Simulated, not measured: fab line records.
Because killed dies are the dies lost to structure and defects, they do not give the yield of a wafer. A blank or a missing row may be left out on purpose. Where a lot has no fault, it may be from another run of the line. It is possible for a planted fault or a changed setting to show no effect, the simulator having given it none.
Comparing a struck lot with a sound one -- flow n5_finfet -- 36 out of 1938 route steps
Sound: wafers L200.3, L200.4, L200.5. Struck: wafer L214.3. (L214.1, L214.4 of the same lot were not struck and are left out.) The cause comes at the end.
Per side, at each step with rows, come the tool, then ch with its chambers, and then its first start. Under that, the readings that differ: sound wafers -- struck wafers -- difference of the means -- sigmas: that difference in standard deviations of wafers without a fault.
alike: readings whose means differ by less than 2 such deviations, and words and numbers that are the same on both sides. not compared: withheld readings, readings that some wafer has no value for, bounds like >300 that may hide the same value, and numbers for which the record gives no deviation and whose values overlap.
The two part at a step that has a row with sigmas, a row that says differs or no value, or rows on one side only. Non-overlapping numbers with no deviation appear without sigmas and do not part them. Lack of a reading on every wafer of one side parts them only where that side has two or more wafers.

first, 7 steps without rows for these wafers: N5_BEOL_M4_CMP_52 (polishes, stops on SiOC, t overpolish 6.8 s, target thk 40 nm); N5_BEOL_M4_PRE_CLEAN_60 (time 15 s); N5_BEOL_M4_CO_CAP_55 (material Co, precursor CCTBA/H2, target thk 2 nm, time 102.1 s); N5_BEOL_M4_PRE_CLEAN_56 (time 15 s); N5_BEOL_M4_DEP_57 (deposits SiCN from 3MS/NH3, target thk 8 nm, time 14 s); N5_BEOL_M5_ILD_DEP_00 (deposits SiCOH lowk from DEMS/porogen, target thk 140.64 nm, time 25.9 s); N5_BEOL_M5_CURE_79 (cures SiCOH lowk, time 240 s).
N5_BEOL_M5_PECVD_70: deposits SiO2 from TEOS/O2, target thk 16 nm, time 18 s.
  sound on pecvd-03 ch 0,1, day 8 19:53; struck on pecvd-03 ch 2, day 12 23:16
reading,sound,struck,difference,sigmas
susceptor_temp_C (C),400.12 400.21 399.97,424.12,+24.02,+99 or more
throttle_valve_pct (%),24.1 23.5 24.0,21.8,-2.1,-2
model.SiO2_of_BEOL_M5_PECVD_70.thk_nm (nm),15.8 16.2 16,13.8,-2.2,
  alike: heater_power_w, showerhead_plenum_p_Torr
then, 25 steps without rows for these wafers: N5_BEOL_M5_HM_DEP_02 (deposits TiN, target thk 20 nm); N5_BEOL_M5_COAT_59 (time 60 s, resist thk 60 nm); N5_BEOL_M5_COAT_60 (time 60 s, resist thk 12 nm); N5_BEOL_M5_COAT_71 (time 60 s, resist thk 5 nm); N5_BEOL_M5_COAT_05 (resist thk 30 nm); N5_BEOL_M5_EBR_07; N5_BEOL_M5_SOFTBAKE_06 (time 60 s); N5_BEOL_M5_EXPOSE_08 (exposes mask M5, target cd 28 nm); N5_BEOL_M5_PEB_09 (peb time 60 s); N5_BEOL_M5_DEVELOP_10 (develop time 30 s); N5_BEOL_M5_DESCUM_16 (chemistry O2, time 7 s); N5_BEOL_M5_ETCH_72 (etches underlayer in N2/H2, target depth 6.5 nm, time 5.2 s); N5_BEOL_M5_ETCH_61 (etches SiARC in CF4, target depth 15.6 nm, time 26 s); N5_BEOL_M5_ETCH_62 (etches SOC in N2/H2, target depth 75 nm, overetch 15 nm, time 112.5 s); N5_BEOL_M5_STRIP_63 (strips in N2/H2); N5_BEOL_M5_STRIP_73 (strips in N2/H2); N5_BEOL_M5_STRIP_64 (strips in CF4); N5_BEOL_M5_HM_OPEN_17 (chemistry Cl2/BCl3, target TiN, target depth 20 nm, overetch 6 nm); N5_BEOL_M5_STRIP_19 (strips in O2); N5_BEOL_M5_COAT_65 (time 60 s, resist thk 60 nm); N5_BEOL_M5_COAT_66 (time 60 s, resist thk 12 nm); N5_BEOL_M5_COAT_74 (time 60 s, resist thk 5 nm); N5_BEOL_M5_COAT_22 (resist thk 30 nm); N5_BEOL_M5_EBR_24; N5_BEOL_M5_SOFTBAKE_23 (time 60 s).
N5_BEOL_M5_HM_STRIP_39: strips TiN in peroxide tin strip, target depth 25 nm, time 158 s.
  sound on wet_bench-06 ch 1,2,3, day 9 01:19; struck on wet_bench-06 ch 4, day 13 02:02
reading,sound,struck,difference,sigmas
model.SiO2_of_BEOL_M5_PECVD_70.thk_nm (nm),15.6 16 16,13.6,-2.3,
  alike: temp_c
N5_BEOL_M5_CMP_52: polishes, stops on SiCOH lowk, t overpolish 6.9 s, target thk 62 nm.
  sound on cmp-04 ch 0,2,3, day 9 08:11; struck on cmp-02 ch 0, day 13 09:35
reading,sound,struck,difference,sigmas
barrier_field_endpoint_s (s),24.0 23.0 24.6,21.1,-2.8,-4
  alike: clearing_platen_down_force_psi, motor_current_A, platen_rpm, slurry_flow_ml_min
  not compared: pad_life_wafers
N5_PASSIVATION_PROBE_49:
  the record holds rows for the sound wafers here (prober-01, day 13 11:37) but none for the struck ones

## WHERE THEY PART
At N5_BEOL_M5_PECVD_70 first; at N5_PASSIVATION_PROBE_49 last (within this record only).

WHY: what had been put in by the simulator
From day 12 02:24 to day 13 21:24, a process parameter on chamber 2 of pecvd-03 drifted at N5_BEOL_M5_PECVD_70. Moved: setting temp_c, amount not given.
